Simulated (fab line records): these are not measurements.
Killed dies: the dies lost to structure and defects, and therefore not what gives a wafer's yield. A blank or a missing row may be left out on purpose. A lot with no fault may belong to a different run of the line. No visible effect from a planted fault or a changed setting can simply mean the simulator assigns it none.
fab line records    flow n5-finfet
[record] lots = 11  wafers = 31  last-day = 16
route steps=1938 shown BEOL_M11@1539 PASSIVATION@1936
lots that met no fault: taken from a fault-free run of the same line
start-h: hours from the record's first day to the start of the lot's first wafer shown    wait-h: how many hours have passed since the lot's step before this one    " unchanged from the row above    L1.1+2: a single row standing in for several wafers    - no value, or no start given    * or withheld: withheld    < > ~ a bound
route shown NAME@n: a module of which the file shows steps, and the number in the route of the first    usual: mean/standard deviation of fault-free wafers    same: alike in all rows    chamber/n: place in a boat    sites: readings site by site    _std_site: the standard deviation of these    _edge_site: outer sites' mean less inner sites'    radius-mm: how far each site lies from the wafer's centre    mask NAME#n: copy n    behind: the tool/chamber that last shaped the wafer    hold: why the lot went on hold/how many hours it stayed there/how the hold came to an end    device: transistor that didn't switch, given as n, p or np    end of line: at the end of the route, the tests of the same wafers    where a step has no rows: the recipe by itself    killed: dies lost to structure and defects at the first sort, not the wafer's yield    map: shows each die of a wafer: x if killed, . if not, _ if none is there
set.NAME: the setting the step ran with; set.NAME@STEP: the setting that earlier step ran with    model.NAME: the simulator's own value behind a step, which no gauge read
route steps across a sampled set of lots; one table per step, one row per wafer
services: from which hour (start-h, from the record's first day; less than 0 if before it) a tool's chamber was out of use, for how many hours, and why
[[steps]]
[step N5_BEOL_M11_PECVD_70]
[recipe] material = SiO2  target-thk-a = 200  temp-c = 400  precursor = TEOS/O2  pressure-torr = 5.5  rf-w = 450  teos-flow-sccm = 53.8  gas = O2  flow-sccm = 3000  time-s = 22.7
[usual] heater-power-w = 771/120  showerhead-plenum-p-Torr = 8.80/0.034  susceptor-temp-C = 399.98/0.22  throttle-valve-pct = 22.2/1.2
lot.wafer  tool      chamber  start-h  wait-h  heater-power-w  showerhead-plenum-p-Torr  susceptor-temp-C  throttle-valve-pct
L817.1     pecvd-01  2        221.46   0.0     579             8.81                      399.53            21.1
L817.4     "         2        "        "       591             8.82                      399.50            21.2
L817.6     "         1        "        "       808             8.81                      400.45            23.1
L818.2     pecvd-04  1        234.27   0.0     818             8.74                      400.12            23.4
L818.3     "         0        "        "       730             8.85                      399.89            24.4
L818.4     "         0        "        "       701             8.85                      400.00            24.7
L820.1     pecvd-02  2        250.34   0.0     713             8.79                      399.98            20.7
L820.4     "         1        "        "       486             8.84                      400.15            21.3
L820.6     "         2        "        "       715             8.80                      399.87            20.5
L822.2     pecvd-01  0        255.57   0.0     1043            8.76                      400.22            21.3
L822.4     "         1        "        "       839             8.85                      399.97            23.0
L822.6     "         2        "        "       580             8.83                      399.97            21.2
L823.2     pecvd-02  1        269.14   0.0     462             8.85                      399.52            21.1
L823.3     "         0        "        "       826             8.78                      400.04            21.8
L823.6     "         2        "        "       787             8.81                      400.11            20.6
L824.1     pecvd-04  1        276.71   0.0     917             8.74                      400.07            23.7
L824.3     "         0        "        "       664             8.86                      399.98            24.2
L824.6     "         0        "        "       661             8.86                      399.86            24.6
L828.1     pecvd-02  0        300.11   0.0     868             8.81                      400.02            22.0
L828.2     "         2        "        "       833             8.80                      400.03            21.0
L828.3     "         0        "        "       864             8.81                      400.08            22.1
L832.4     pecvd-01  2        326.64   0.1     600             8.78                      399.89            21.5
L832.6     "         1        "        "       767             8.84                      399.78            23.1
L831.2     pecvd-02  2        336.46   0.0     847             8.79                      399.47            21.1
L831.3     "         0        "        "       832             8.79                      399.99            22.6
L831.5     "         0        "        "       852             8.81                      400.06            22.6
L834.1     pecvd-01  0        336.57   0.0     939             8.78                      399.94            21.5
L834.6     "         2        "        "       708             8.81                      400.05            21.4
L833.2     pecvd-01  1        342.46   0.0     784             8.82                      399.86            23.4
L833.4     "         1        "        "       795             8.83                      399.77            23.4
L833.6     "         2        "        "       593             8.81                      399.98            21.2
[step N5_BEOL_M11_CD_MEAS_35]
[recipe] target-cd-nm = 70  polarity = opening
[usual] cd-nm = 69.9/1.1
lot.wafer  tool       chamber  start-h  wait-h  cd-nm
L817.1     cd-sem-01  -        225.84   0.0     70.8
L817.4     "          -        "        "       71.2
L817.6     "          -        "        "       69.5
L818.2     cd-sem-02  -        238.56   0.0     69.5
L818.3     "          -        "        "       70.5
L818.4     "          -        "        "       70.0
L820.1     cd-sem-01  -        256.40   0.0     69.4
L820.4     "          -        "        "       70.1
L820.6     "          -        "        "       68.4
L822.2     cd-sem-02  -        261.21   0.0     71.3
L822.4     "          -        "        "       70.1
L822.6     "          -        "        "       69.2
L823.2     cd-sem-03  -        271.97   0.0     69.9
L823.3     "          -        "        "       71.6
L823.6     "          -        "        "       71.0
L824.1     cd-sem-01  -        281.57   0.0     70.2
L824.3     "          -        "        "       70.3
L824.6     "          -        "        "       70.2
L828.1     cd-sem-02  -        303.17   0.0     69.8
L828.2     "          -        "        "       71.5
L828.3     "          -        "        "       70.4
L832.4     cd-sem-01  -        330.06   0.0     68.9
L832.6     "          -        "        "       70.7
L831.2     cd-sem-02  -        340.17   0.0     71.6
L831.3     "          -        "        "       71.5
L831.5     "          -        "        "       71.4
L834.1     cd-sem-03  -        340.44   0.0     69.0
L834.6     "          -        "        "       70.5
L833.2     cd-sem-02  -        347.93   0.0     69.4
L833.4     "          -        "        "       68.7
L833.6     "          -        "        "       69.3
[step N5_BEOL_M11_ALD_74]
[recipe] material = TaN  target-thk-a = 20  temp-c = 275  ald-precursor-family = PDMAT  ald-co-reactant = NH3  pressure-torr = 3  carrier-flow-sccm = 1500  pulse-time-s = 2  purge-time-s = 3  co-reactant-purge-time-s = 2  co-reactant-pulse-time-s = 3  ald-cycles = 40  precursor-vessel-temp-c = 75  precursor-vessel-pressure-torr = 26.25  precursor-vessel-carrier-sccm = 1000
[usual] heater-power-w = 408/37  susceptor-temp-C = 274.99/0.17
[same] ald-cycles = 40
lot.wafer  tool          chamber  start-h  wait-h  heater-power-w  susceptor-temp-C
L817.1     ald-metal-03  3        226.79   0.0     365             274.90
L817.4     "             2        "        "       501             275.09
L817.6     "             1        "        "       430             275.17
L818.2     ald-metal-02  3        239.36   0.1     431             275.15
L818.3     "             1        "        "       365             275.04
L818.4     "             2        "        "       450             275.13
L820.1     ald-metal-02  0        257.37   0.2     402             275.05
L820.4     "             2        "        "       454             274.92
L820.6     "             3        "        "       420             275.30
L822.2     ald-metal-03  0        261.94   0.3     380             274.89
L822.4     "             2        "        "       494             275.11
L822.6     "             2        "        "       490             274.75
L823.2     ald-metal-03  1        272.68   0.0     444             275.38
L823.3     "             0        "        "       394             274.98
L823.6     "             1        "        "       436             275.28
L824.1     ald-metal-04  1        282.36   0.0     368             275.19
L824.3     "             3        "        "       382             274.64
L824.6     "             0        "        "       380             275.09
L828.1     ald-metal-02  1        303.73   0.0     375             275.30
L828.2     "             2        "        "       449             274.69
L828.3     "             3        "        "       422             275.03
L832.4     ald-metal-02  0        330.66   0.0     399             274.95
L832.6     "             3        "        "       414             275.05
L831.2     ald-metal-04  2        340.91   0.1     390             275.00
L831.3     "             0        "        "       400             274.86
L831.5     "             2        "        "       403             275.00
L834.1     ald-metal-02  0        340.99   0.1     393             274.91
L834.6     "             2        "        "       454             274.94
L833.2     ald-metal-04  3        348.65   0.1     390             274.81
L833.4     "             0        "        "       393             275.01
L833.6     "             2        "        "       407             274.82
[step N5_BEOL_M11_SURFACE_TREAT_76]
[recipe] gas = Ar  time-s = *  ion-energy-ev = *  ion-current-ma-cm2 = 0.5  pressure-mtorr = *  ar-flow-sccm = 30
[usual] throttle-valve-pct = *
lot.wafer  tool            chamber  start-h  wait-h  throttle-valve-pct
L817.1     pvd-sputter-03  -        227.13   0.2     *
L817.4     "               -        "        "       *
L817.6     "               -        "        "       *
L818.2     pvd-sputter-02  -        239.66   0.2     *
L818.3     "               -        "        "       *
L818.4     "               -        "        "       *
L820.1     pvd-sputter-03  -        257.86   0.4     *
L820.4     "               -        "        "       *
L820.6     "               -        "        "       *
L822.2     pvd-sputter-02  -        262.24   0.2     *
L822.4     "               -        "        "       *
L822.6     "               -        "        "       *
L823.2     pvd-sputter-01  -        273.06   0.2     *
L823.3     "               -        "        "       *
L823.6     "               -        "        "       *
L824.1     pvd-sputter-03  -        282.64   0.2     *
L824.3     "               -        "        "       *
L824.6     "               -        "        "       *
L828.1     pvd-sputter-03  -        304.07   0.2     *
L828.2     "               -        "        "       *
L828.3     "               -        "        "       *
L832.4     pvd-sputter-03  -        330.96   0.2     *
L832.6     "               -        "        "       *
L831.2     pvd-sputter-03  -        341.85   0.8     *
L831.3     "               -        "        "       *
L831.5     "               -        "        "       *
L834.1     pvd-sputter-03  -        341.89   0.8     *
L834.6     "               -        "        "       *
L833.2     pvd-sputter-02  -        349.05   0.3     *
L833.4     "               -        "        "       *
L833.6     "               -        "        "       *
[step N5_BEOL_M11_CMP_52]
[recipe] stop-on = SiCOH_lowk  t-overpolish-s = 7  down-force-psi = 1  platen-rpm = 50  clearing-platen-down-force-psi = 1.5  clearing-platen-rpm = 50  post-cmp-clean = cu-alkaline  target-thk-nm = 140  clearing-platen-pad-velocity-m-s = 0.99484  pad-velocity-m-s = 0.99484
[usual] barrier-field-endpoint-s = 28.7/0.87  edge-zone-pressure-frac = 0.999/0.0049  motor-current-A = 6.0/0.74  retaining-ring-pressure-frac = 1.000/0.0055
lot.wafer  tool    chamber  start-h  wait-h  barrier-field-endpoint-s  edge-zone-pressure-frac  motor-current-A  retaining-ring-pressure-frac
L817.4     cmp-02  2        227.93   0.1     27.9                      0.995                    4.7              1.004
L817.1     "       0        "        "       29.1                      0.996                    5.6              0.995
L817.6     "       2        "        "       27.9                      0.995                    4.5              1.003
L818.3     cmp-02  0        240.70   0.3     29.5                      0.993                    5.4              1.008
L818.4     "       1        "        "       30.2                      1.000                    7.1              0.988
L818.2     "       2        "        "       28.8                      1.001                    4.5              0.994
L820.4     cmp-03  0        259.18   0.2     28.6                      0.988                    6.2              1.000
L820.1     "       1        "        "       29.1                      0.994                    6.6              1.008
L820.6     "       3        "        "       29.6                      0.999                    6.0              1.000
L822.2     cmp-02  3        263.44   0.4     29.0                      1.003                    6.1              0.999
L822.4     "       2        "        "       28.4                      1.001                    4.9              1.007
L822.6     "       3        "        "       28.9                      1.002                    6.2              1.001
L823.2     cmp-04  1        274.65   0.2     28.0                      0.995                    5.9              1.005
L823.3     "       2        "        "       28.7                      0.995                    5.9              0.999
L823.6     "       1        "        "       28.6                      1.001                    6.0              1.001
L824.1     cmp-02  2        283.84   0.5     26.8                      1.000                    4.7              1.003
L824.3     "       0        "        "       29.1                      1.000                    5.3              0.990
L824.6     "       2        "        "       27.8                      1.001                    4.8              1.000
L828.2     cmp-02  1        304.92   0.3     28.4                      0.995                    6.7              0.992
L828.3     "       3        "        "       28.1                      1.010                    5.9              1.005
L828.1     "       0        "        "       28.5                      1.003                    5.1              0.993
L832.4     cmp-04  1        332.12   0.2     38.7                      1.004                    5.5              1.002
L832.6     "       3        "        "       35.9                      1.002                    5.7              1.004
L834.1     cmp-02  1        342.79   0.4     28.8                      0.997                    7.0              0.996
L834.6     "       3        "        "       37.7                      1.001                    6.0              0.995
L831.2     cmp-04  3        342.98   0.2     28.1                      1.007                    5.6              0.994
L831.3     "       1        "        "       29.8                      1.002                    6.0              1.000
L831.5     "       3        "        "       28.0                      1.003                    6.0              1.000
L833.4     cmp-02  0        349.84   0.1     39.1                      0.998                    5.6              1.008
L833.2     "       3        "        "       27.9                      0.991                    6.5              0.997
L833.6     "       1        "        "       39.3                      1.001                    6.9              1.000
[step N5_PASSIVATION_PROBE_49]
[usual] defect-limited-yield = 91.2/1.6  killed_at_M0_to_M3 = 34/11  killed_at_M4_up = 13/5.2  killed-at-contacts = 13/6.3  killed-at-front-end = 40/14  killed-at-other = 3.2/2.4  killed-dies = 104/19  killed-open = 69/14  killed-short = 32/7.5  sort_bin_5_function = 5.3/1.1  sort_bin_6_memory = 3.2/0.73  sort_bin_8_speed = 0.01/0.038  sort-n-pass = 1076/19
[same] gross-dies = 1180  killed-at-back-side = 0  sort_bin_4_leakage[%] = 0
lot.wafer  tool       chamber  start-h  wait-h  defect-limited-yield[%]  killed_at_M0_to_M3  killed_at_M4_up  killed-at-contacts  killed-at-front-end  killed-at-other  killed-dies  killed-open  killed-short  sort_bin_5_function[%]  sort_bin_6_memory[%]  sort_bin_8_speed[%]  sort-n-pass
L817.1     prober-02  -        264.15   0.0     91.9                     26                  19               12                  38                   0                95           64           28            5.3                     2.7                   0.08                 1084
L817.4     prober-02  -        264.30   0.2     90.9                     20                  12               22                  50                   3                107          81           26            6.3                     2.7                   0                    1073
L817.6     prober-02  -        264.40   0.3     93.6                     16                  18               13                  26                   3                76           53           20            3.6                     2.6                   0                    1104
L818.2     prober-01  -        287.47   0.1     90.9                     32                  14               17                  42                   2                107          73           34            5.0                     3.7                   0                    1073
L818.3     prober-01  -        287.52   0.1     90.8                     43                  18               21                  26                   1                109          79           29            5.3                     3.7                   0                    1071
L818.4     prober-01  -        287.57   0.2     91.0                     26                  13               23                  42                   2                106          68           38            5.3                     3.4                   0                    1074
L820.1     prober-02  -        292.63   0.0     90.6                     38                  7                9                   49                   8                111          74           36            5.7                     3.3                   0                    1069
L820.4     prober-02  -        292.78   0.2     91.3                     30                  9                6                   56                   2                103          75           28            5.4                     2.8                   0                    1077
L820.6     prober-02  -        292.88   0.3     91.6                     29                  20               2                   47                   1                99           69           23            4.7                     3.5                   0                    1081
L822.2     prober-02  -        303.68   0.1     93.2                     32                  6                14                  25                   3                80           54           26            4.2                     2.5                   0                    1100
L822.4     prober-02  -        303.78   0.2     93.4                     26                  7                17                  24                   4                78           54           21            4.0                     2.5                   0                    1102
L822.6     prober-02  -        303.88   0.3     90.5                     23                  13               26                  44                   6                112          76           35            6.1                     3.1                   0                    1068
L823.2     prober-02  -        315.64   0.1     91.1                     25                  9                16                  54                   1                105          74           30            5.1                     3.2                   0                    1075
L823.3     prober-02  -        315.69   0.1     92.0                     37                  14               6                   32                   5                94           66           28            4.8                     2.8                   0                    1086
L823.6     prober-02  -        315.84   0.3     92.3                     41                  5                7                   31                   7                91           66           23            4.3                     3.1                   0                    1089
L824.1     prober-02  -        319.85   0.0     90.4                     53                  11               13                  34                   2                113          70           41            6.0                     3.3                   0                    1067
L824.3     prober-02  -        319.95   0.1     92.4                     26                  12               23                  28                   1                90           60           27            4.6                     2.9                   0.08                 1089
L824.6     prober-02  -        320.10   0.3     90.3                     43                  9                20                  39                   3                114          82           30            5.5                     3.8                   0                    1066
L828.1     prober-02  -        349.72   0.0     93.0                     26                  15               14                  25                   3                83           58           23            3.8                     3.1                   0                    1097
L828.2     prober-02  -        349.77   0.1     89.9                     40                  25               18                  31                   5                119          79           37            5.8                     3.8                   0                    1061
L828.3     prober-02  -        349.82   0.1     90.8                     28                  12               26                  30                   13               109          82           26            5.3                     3.6                   0                    1071
L832.4     prober-01  -        369.51   0.2     91.4                     40                  23               15                  24                   0                102          67           29            5.0                     3.1                   0                    1078
L832.6     prober-01  -        369.61   0.3     90.9                     39                  15               16                  32                   5                107          61           40            5.2                     3.5                   0                    1073
L831.2     prober-01  -        385.02   0.1     89.9                     38                  16               15                  49                   1                119          80           38            5.3                     4.7                   0                    1061
L831.3     prober-01  -        385.07   0.1     88.1                     68                  9                15                  45                   3                140          89           51            6.4                     5.2                   0                    1040
L831.5     prober-01  -        385.17   0.2     89.0                     51                  20               9                   48                   2                130          79           47            7.5                     3.3                   0                    1050
L834.1     prober-02  -        387.37   0.0     91.8                     33                  8                13                  41                   2                97           69           24            4.7                     3.1                   0.17                 1083
L834.6     prober-02  -        387.62   0.3     91.4                     50                  10               6                   34                   1                101          70           28            5.8                     2.6                   0                    1079
L833.2     prober-01  -        393.39   0.1     88.3                     47                  13               27                  48                   3                138          90           44            6.4                     4.6                   0                    1042
L833.4     prober-01  -        393.49   0.2     92.8                     21                  12               18                  31                   3                85           49           27            4.7                     1.8                   0                    1095
L833.6     prober-01  -        393.59   0.3     94.2                     20                  10               17                  21                   1                69           50           18            3.1                     2.5                   0                    1111
// killed by level:class
L817.1 MOL_CONTACT_COAG:geometric-particle:open=11 FIN_SAQP:geometric-particle:short=9 FIN_SAQP:geometric-particle:open=7 DUMMY_GATE:geometric-particle:open=5 BEOL_M0_SAQP:geometric-particle:open=5 BEOL_M2:geometric-particle:open=5 BEOL_M4:geometric-particle:open=5 BEOL_M0:geometric-particle:open=4
L817.4 MOL_CONTACT_COAG:geometric-particle:open=18 FIN_SAQP:geometric-particle:open=12 BEOL_M2:geometric-particle:open=10 FIN_SAQP:geometric-particle:short=8 STI_FIN_REVEAL:geometric-particle:open=6 DUMMY_GATE:geometric-particle:open=5 STARTING-WAFER:geometric-particle:open=5 MOL_CONTACT_COAG:geometric-particle:short=4
L817.6 MOL_CONTACT_COAG:geometric-particle:open=11 BEOL_M4:geometric-particle:open=8 FIN_SAQP:geometric-particle:open=7 BEOL_M2:geometric-particle:open=7 STI_FIN_REVEAL:geometric-particle:open=6 BEOL_M5:geometric-particle:open=4 DUMMY_GATE:geometric-particle:short=3 BEOL_M0_SAQP:geometric-particle:short=3
L818.2 MOL_CONTACT_COAG:geometric-particle:open=12 BEOL_M2:geometric-particle:open=11 FIN_SAQP:geometric-particle:open=10 FIN_SAQP:geometric-particle:short=7 BEOL_M4:geometric-particle:open=6 BEOL_M0_SAQP:geometric-particle:open=6 STI_FIN_REVEAL:geometric-particle:open=5 MOL_CONTACT_COAG:geometric-particle:short=5
L818.3 MOL_CONTACT_COAG:geometric-particle:open=20 BEOL_M1:geometric-particle:open=12 BEOL_M0_SAQP:geometric-particle:open=12 BEOL_M0_SAQP:geometric-particle:short=8 STI_FIN_REVEAL:geometric-particle:open=5 BEOL_M4:geometric-particle:open=5 BEOL_M2:geometric-particle:open=4 FIN_SAQP:geometric-particle:short=3
L818.4 MOL_CONTACT_COAG:geometric-particle:open=20 FIN_SAQP:geometric-particle:open=8 BEOL_M2:geometric-particle:open=8 FIN_SAQP:geometric-particle:short=8 STI_FIN_REVEAL:geometric-particle:open=6 BEOL_M0_SAQP:geometric-particle:open=6 GATE_CUT:geometric-particle:short=5 STI_FIN_REVEAL:geometric-particle:short=4
L820.1 FIN_SAQP:geometric-particle:open=17 BEOL_M1:geometric-particle:open=9 BEOL_M3:geometric-particle:open=8 FIN_SAQP:geometric-particle:short=7 MOL_CONTACT_COAG:geometric-particle:open=6 STI_FIN_REVEAL:geometric-particle:open=5 BEOL_M0_SAQP:geometric-particle:short=5 BEOL_M0:geometric-particle:open=5
L820.4 FIN_SAQP:geometric-particle:open=13 FIN_SAQP:geometric-particle:short=10 STI_FIN_REVEAL:geometric-particle:open=9 BEOL_M1:geometric-particle:open=9 BEOL_M3:geometric-particle:open=7 BEOL_M0_SAQP:geometric-particle:open=7 MOL_CONTACT_COAG:geometric-particle:open=4 BEOL_M5:geometric-particle:open=4
L820.6 STI_FIN_REVEAL:geometric-particle:open=12 BEOL_M3:geometric-particle:open=10 FIN_SAQP:geometric-particle:open=9 FIN_SAQP:geometric-particle:short=7 STARTING-WAFER:geometric-particle:open=7 BEOL_M1:geometric-particle:open=6 BEOL_M2:geometric-particle:open=5 DUMMY_GATE:geometric-particle:open=3
L822.2 MOL_CONTACT_COAG:geometric-particle:open=12 STI_FIN_REVEAL:geometric-particle:open=9 BEOL_M0_SAQP:geometric-particle:open=9 BEOL_M0_SAQP:geometric-particle:short=8 BEOL_M3:geometric-particle:open=8 BEOL_M1:geometric-particle:open=3 STARTING-WAFER:geometric-particle:open=3 FIN_SAQP:geometric-particle:short=2
L822.4 MOL_CONTACT_COAG:geometric-particle:open=15 STI_FIN_REVEAL:geometric-particle:open=8 BEOL_M1:geometric-particle:open=6 BEOL_M2:geometric-particle:open=6 BEOL_M0_SAQP:geometric-particle:short=4 BEOL_M0_SAQP:geometric-particle:open=4 BEOL_M3:geometric-particle:open=4 ZERO_LAYER:coat-microbubble-printed=3
L822.6 STI_FIN_REVEAL:geometric-particle:open=19 MOL_CONTACT_COAG:geometric-particle:open=19 MOL_CONTACT_COAG:geometric-particle:short=7 STI_FIN_REVEAL:geometric-particle:short=6 BEOL_M0_SAQP:geometric-particle:short=5 SPACER0:geometric-particle:open=4 BEOL_M4:geometric-particle:open=4 BEOL_M3:geometric-particle:open=4
L823.2 MOL_CONTACT_COAG:geometric-particle:open=14 FIN_SAQP:geometric-particle:open=13 FIN_SAQP:geometric-particle:short=10 STI_FIN_REVEAL:geometric-particle:open=6 BEOL_M0:geometric-particle:open=6 ILD0:geometric-particle:short=5 GATE_CUT:geometric-particle:short=5 BEOL_M3:geometric-particle:open=5
L823.3 BEOL_M2:geometric-particle:open=12 BEOL_M4:geometric-particle:open=10 DUMMY_GATE:geometric-particle:open=5 GATE_CUT:geometric-particle:short=5 GATE_CUT:geometric-particle:open=5 MOL_CONTACT_COAG:geometric-particle:open=5 BEOL_M0_SAQP:geometric-particle:short=5 BEOL_M0:geometric-particle:open=5
L823.6 BEOL_M1:geometric-particle:open=14 FIN_SAQP:geometric-particle:open=10 BEOL_M0_SAQP:geometric-particle:open=7 BEOL_M2:geometric-particle:open=6 FIN_SAQP:geometric-particle:short=5 DUMMY_GATE:geometric-particle:open=4 MOL_CONTACT_COAG:geometric-particle:open=4 BEOL_M0:geometric-particle:open=4
L824.1 BEOL_M1:geometric-particle:open=11 BEOL_M2:geometric-particle:open=10 MOL_CONTACT_COAG:geometric-particle:open=9 FIN_SAQP:geometric-particle:open=7 BEOL_M2:geometric-particle:short=6 DUMMY_GATE:geometric-particle:open=5 BEOL_M0_SAQP:geometric-particle:open=5 BEOL_M3:geometric-particle:open=5
L824.3 MOL_CONTACT_COAG:geometric-particle:open=15 BEOL_M2:geometric-particle:open=9 MOL_CONTACT_COAG:geometric-particle:short=8 BEOL_M4:geometric-particle:open=6 FIN_SAQP:geometric-particle:open=5 GATE_CUT:geometric-particle:open=4 GATE_CUT:geometric-particle:short=4 BEOL_M0_SAQP:geometric-particle:short=4
L824.6 BEOL_M2:geometric-particle:open=16 MOL_CONTACT_COAG:geometric-particle:open=13 STI_FIN_REVEAL:geometric-particle:open=9 BEOL_M0:geometric-particle:open=9 GATE_CUT:geometric-particle:short=7 MOL_CONTACT_COAG:geometric-particle:short=7 BEOL_M1:geometric-particle:open=6 BEOL_M3:geometric-particle:open=6
L828.1 MOL_CONTACT_COAG:geometric-particle:open=11 BEOL_M4:geometric-particle:open=9 BEOL_M2:geometric-particle:open=8 BEOL_M3:geometric-particle:open=7 FIN_SAQP:geometric-particle:open=5 STARTING-WAFER:geometric-particle:short=4 STARTING-WAFER:geometric-particle:open=4 FIN_SAQP:geometric-particle:short=3
L828.2 BEOL_M4:geometric-particle:open=14 MOL_CONTACT_COAG:geometric-particle:open=13 BEOL_M2:geometric-particle:open=11 BEOL_M0:geometric-particle:open=6 GATE_CUT:geometric-particle:open=5 MOL_CONTACT_COAG:geometric-particle:short=5 BEOL_M0_SAQP:geometric-particle:open=5 BEOL_M1:geometric-particle:open=5
L828.3 MOL_CONTACT_COAG:geometric-particle:open=23 FIN_SAQP:geometric-particle:open=9 BEOL_M4:geometric-particle:open=8 BEOL_M1:geometric-particle:open=6 BEOL_M0_SAQP:geometric-particle:open=6 BEOL_M3:geometric-particle:open=6 PASS1_CAP:geometric-particle:short=6 FIN_SAQP:geometric-particle:short=4
L832.4 BEOL_M2:geometric-particle:open=12 BEOL_M4:geometric-particle:open=11 MOL_CONTACT_COAG:geometric-particle:short=8 BEOL_M3:geometric-particle:open=8 FIN_SAQP:geometric-particle:open=6 MOL_CONTACT_COAG:geometric-particle:open=5 BEOL_M0_SAQP:geometric-particle:open=5 FIN_SAQP:geometric-particle:short=4
L832.6 MOL_CONTACT_COAG:geometric-particle:open=10 STI_FIN_REVEAL:geometric-particle:open=10 BEOL_M0_SAQP:geometric-particle:open=9 BEOL_M0_SAQP:geometric-particle:short=9 BEOL_M2:geometric-particle:short=8 MOL_CONTACT_COAG:geometric-particle:short=6 BEOL_M2:geometric-particle:open=6 GATE_CUT:geometric-particle:short=4
L831.2 BEOL_M0_SAQP:geometric-particle:open=15 FIN_SAQP:geometric-particle:open=14 MOL_CONTACT_COAG:geometric-particle:open=10 GATE_CUT:geometric-particle:short=9 BEOL_M0_SAQP:geometric-particle:short=9 BEOL_M4:geometric-particle:open=9 DUMMY_GATE:geometric-particle:open=8 FIN_SAQP:geometric-particle:short=5
L831.3 BEOL_M0_SAQP:geometric-particle:short=16 BEOL_M2:geometric-particle:open=14 FIN_SAQP:geometric-particle:open=13 BEOL_M0_SAQP:geometric-particle:open=12 BEOL_M1:geometric-particle:open=11 BEOL_M3:geometric-particle:open=11 FIN_SAQP:geometric-particle:short=9 MOL_CONTACT_COAG:geometric-particle:short=8
L831.5 FIN_SAQP:geometric-particle:open=14 BEOL_M3:geometric-particle:open=12 BEOL_M0_SAQP:geometric-particle:open=11 FIN_SAQP:geometric-particle:short=10 BEOL_M4:geometric-particle:open=9 BEOL_M0_SAQP:geometric-particle:short=8 MOL_CONTACT_COAG:geometric-particle:short=6 DUMMY_GATE:geometric-particle:open=5
L834.1 BEOL_M0_SAQP:geometric-particle:open=12 MOL_CONTACT_COAG:geometric-particle:open=11 FIN_SAQP:geometric-particle:short=7 STI_FIN_REVEAL:geometric-particle:open=7 BEOL_M1:geometric-particle:open=7 BEOL_M2:geometric-particle:open=6 FIN_SAQP:geometric-particle:open=5 DUMMY_GATE:geometric-particle:open=4
L834.6 BEOL_M0_SAQP:geometric-particle:open=12 BEOL_M3:geometric-particle:open=11 BEOL_M0_SAQP:geometric-particle:short=10 BEOL_M1:geometric-particle:open=9 STARTING-WAFER:geometric-particle:open=6 FIN_SAQP:geometric-particle:open=5 FIN_SAQP:geometric-particle:short=5 DUMMY_GATE:geometric-particle:open=4
L833.2 MOL_CONTACT_COAG:geometric-particle:open=20 FIN_SAQP:geometric-particle:short=13 BEOL_M3:geometric-particle:open=11 FIN_SAQP:geometric-particle:open=8 STI_FIN_REVEAL:geometric-particle:open=7 MOL_CONTACT_COAG:geometric-particle:short=7 BEOL_M0_SAQP:geometric-particle:short=7 BEOL_M0_SAQP:geometric-particle:open=6
L833.4 MOL_CONTACT_COAG:geometric-particle:open=15 HKMG_FIN:area-etch=6 BEOL_M4:geometric-particle:open=5 DUMMY_GATE:geometric-particle:open=4 BEOL_M2:geometric-particle:short=4 BEOL_M3:geometric-particle:open=4 STI_FIN_REVEAL:geometric-particle:open=3 SDB:geometric-particle:short=3
L833.6 MOL_CONTACT_COAG:geometric-particle:open=13 BEOL_M1:geometric-particle:open=8 STI_FIN_REVEAL:geometric-particle:open=4 MOL_CONTACT_COAG:geometric-particle:short=4 BEOL_M0_SAQP:geometric-particle:open=4 FIN_SAQP:geometric-particle:open=3 GATE_CUT:geometric-particle:short=3 BEOL_M4:geometric-particle:open=3
[[services]]
tool          chamber  start-h  hours  kind
ald-metal-04  -        204.95   0.5    repair
cmp-04        -        206.44   1.8    repair
cmp-03        -        209.25   4.0    pm
cmp-03        -        230.23   0.5    repair
ald-metal-04  2        231.67   6.8    repair
pecvd-01      -        238.21   2.8    pm
ald-metal-04  -        239.21   1.0    repair
pecvd-02      -        240.84   1.9    repair
cmp-04        -        243.09   7.8    pm
pecvd-01      -        243.67   0.6    repair
cmp-04        -        254.72   11.9   pm
cmp-02        -        271.79   4.5    repair
ald-metal-04  0        271.85   3.6    repair
cmp-03        -        273.50   26.7   repair
ald-metal-03  -        280.95   2.8    pm
pecvd-04      -        285.18   6.0    pm
pecvd-02      2        289.50   2.1    scheduled-down
pecvd-02      1        294.98   5.5    scheduled-down
cmp-04        -        301.98   4.0    pm
cmp-03        -        302.15   15.6   pm
cmp-04        -        305.98   -      consumable-replace:conditioner
ald-metal-03  0        325.43   6.5    repair
cmp-03        -        326.82   6.2    pm
ald-metal-04  1        349.01   10.4   repair
[[key]]
[first-sign] step = N5_BEOL_M11_CMP_52  reading = barrier-field-endpoint-s  direction = up  sigmas = 11  usual = 28.7  struck = 38.1
effect none on later readings
met-at N5_BEOL_M11_PECVD_70
struck-lots L832,L833,L834
struck-wafers L832.4,L832.6,L833.4,L833.6,L834.6
not-acting-at N5_BEOL_M11_CD_MEAS_35,N5_BEOL_M11_ALD_74,N5_BEOL_M11_SURFACE_TREAT_76
onset-between 255.57 326.64
[fault] kind = process-parameter-drift  tool = pecvd-01  chamber = -  onset-h = 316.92  steps = N5_BEOL_M11_PECVD_70  channel = time-s  offset = *  shape = step  end-h = 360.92  scope = struck-wafers-only  acts-in = *  stated = *
